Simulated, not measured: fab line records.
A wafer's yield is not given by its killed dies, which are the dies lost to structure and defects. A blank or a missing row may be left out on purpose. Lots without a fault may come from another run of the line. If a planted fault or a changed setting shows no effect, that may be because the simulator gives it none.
Which tool was responsible? / flow nand_harc / Sampling: 12 lots, 36 wafers, 3 of 1302 route steps

== WHAT EACH GAUGE READ, for each wafer ==
NHARC_A_CHANNEL_FILL_D2_INSPECT_13.
lot=L075; measured=day 16 05:48; on=defect_inspect-02; raw_defect_count=479 410 393
lot=L077; measured=day 16 05:59; on=defect_inspect-01; raw_defect_count=502 312 411
lot=L079; measured=day 17 14:32; on=defect_inspect-02; raw_defect_count=316 419 454
lot=L081; measured=day 18 22:30; on=defect_inspect-01; raw_defect_count=354 397 535
lot=L082; measured=day 19 08:28; on=defect_inspect-01; raw_defect_count=307 349 353
lot=L086; measured=day 20 01:31; on=defect_inspect-02; raw_defect_count=333 424 284
lot=L089; measured=day 21 11:32; on=defect_inspect-01; raw_defect_count=303 294 313
lot=L087; measured=day 21 17:08; on=defect_inspect-02; raw_defect_count=220 353 360
lot=L090; measured=day 22 12:36; on=defect_inspect-02; raw_defect_count=376 421 335
lot=L093; measured=day 23 03:10; on=defect_inspect-02; raw_defect_count=301 245 262
lot=L095; measured=day 24 12:26; on=defect_inspect-01; raw_defect_count=327 386 199
lot=L096; measured=day 25 13:34; on=defect_inspect-02; raw_defect_count=251 266 197

== EACH LOT AND THE TOOL THAT RAN IT (in order: tool; ch and the chambers of the sampled wafers; start) ==
lot=L075; NHARC_A_CHANNEL_FILL_D2_ALD_25=ald_hk-01 ch 1,2, day 15 17:56; NHARC_A_CHANNEL_FILL_D2_STRIP_29=rie_diel-05 ch 0,1, day 16 05:48 or earlier
lot=L077; NHARC_A_CHANNEL_FILL_D2_ALD_25=ald_hk-04 ch 1,3, day 15 18:34; NHARC_A_CHANNEL_FILL_D2_STRIP_29=rie_diel-12 ch 1,3, day 15 23:44
lot=L079; NHARC_A_CHANNEL_FILL_D2_ALD_25=ald_hk-01 ch 2,3, day 17 02:29; NHARC_A_CHANNEL_FILL_D2_STRIP_29=rie_diel-06 ch 0,1, day 17 14:32 or earlier
lot=L081; NHARC_A_CHANNEL_FILL_D2_ALD_25=ald_hk-01 ch 0,2,3, day 18 10:36; NHARC_A_CHANNEL_FILL_D2_STRIP_29=rie_diel-06 ch 0,2,3, day 18 22:30 or earlier
lot=L082; NHARC_A_CHANNEL_FILL_D2_ALD_25=ald_hk-04 ch 0,1,3, day 18 21:08; NHARC_A_CHANNEL_FILL_D2_STRIP_29=rie_diel-06 ch 0,3, day 19 08:28 or earlier
lot=L086; NHARC_A_CHANNEL_FILL_D2_ALD_25=ald_hk-01 ch 0,3, day 19 14:07; NHARC_A_CHANNEL_FILL_D2_STRIP_29=rie_diel-06 ch 1,2,3, day 20 01:31 or earlier
lot=L089; NHARC_A_CHANNEL_FILL_D2_ALD_25=ald_hk-01 ch 2,3, day 20 23:35; NHARC_A_CHANNEL_FILL_D2_STRIP_29=rie_diel-05 ch 0,1,3, day 21 11:32 or earlier
lot=L087; NHARC_A_CHANNEL_FILL_D2_ALD_25=ald_hk-03 ch 1,2,3, day 21 05:14; NHARC_A_CHANNEL_FILL_D2_STRIP_29=rie_diel-12 ch 0,1,3, day 21 17:08 or earlier
lot=L090; NHARC_A_CHANNEL_FILL_D2_ALD_25=ald_hk-04 ch 0,1,3, day 22 01:20; NHARC_A_CHANNEL_FILL_D2_STRIP_29=rie_diel-05 ch 0,1,2, day 22 12:36 or earlier
lot=L093; NHARC_A_CHANNEL_FILL_D2_ALD_25=ald_hk-04 ch 0,2, day 22 15:18; NHARC_A_CHANNEL_FILL_D2_STRIP_29=rie_diel-05 ch 0,2, day 22 20:58
lot=L095; NHARC_A_CHANNEL_FILL_D2_ALD_25=ald_hk-04 ch 0,3, day 24 00:25; NHARC_A_CHANNEL_FILL_D2_STRIP_29=rie_diel-06 ch 0,1, day 24 12:26 or earlier
lot=L096; NHARC_A_CHANNEL_FILL_D2_ALD_25=ald_hk-04 ch 0,1,2, day 24 21:49; NHARC_A_CHANNEL_FILL_D2_STRIP_29=rie_diel-06 ch 0,1,3, day 25 13:34 or earlier
- NHARC_A_CHANNEL_FILL_D2_ALD_25: deposits SiOx, target thk 60 nm, pulse time 10 s, ald cycles 600.
- NHARC_A_CHANNEL_FILL_D2_STRIP_29: strips in O2, time 20 s.

== THE ANSWER, worked out from the rows above alone ==
Rule: what is usual is taken from the lots themselves. The widest of any qualifying gaps counts: lots, ordered by their means at a reading, are off when they make up no more than a third of the lots, leave a main group of 4 or more, and stand apart from it by 3 or more times the standard deviation of that group's means. If all means in a main group match to the digits the tables above print for the reading, that group is not used. Also off: a lot with no number at a reading for which 4 or more lots have one. Any other lot the step has rows for is counted as sound.
Across all readings shown, no lot is off: no conclusion can be drawn from this.

== WHAT THE SIMULATOR HAD INSERTED ==
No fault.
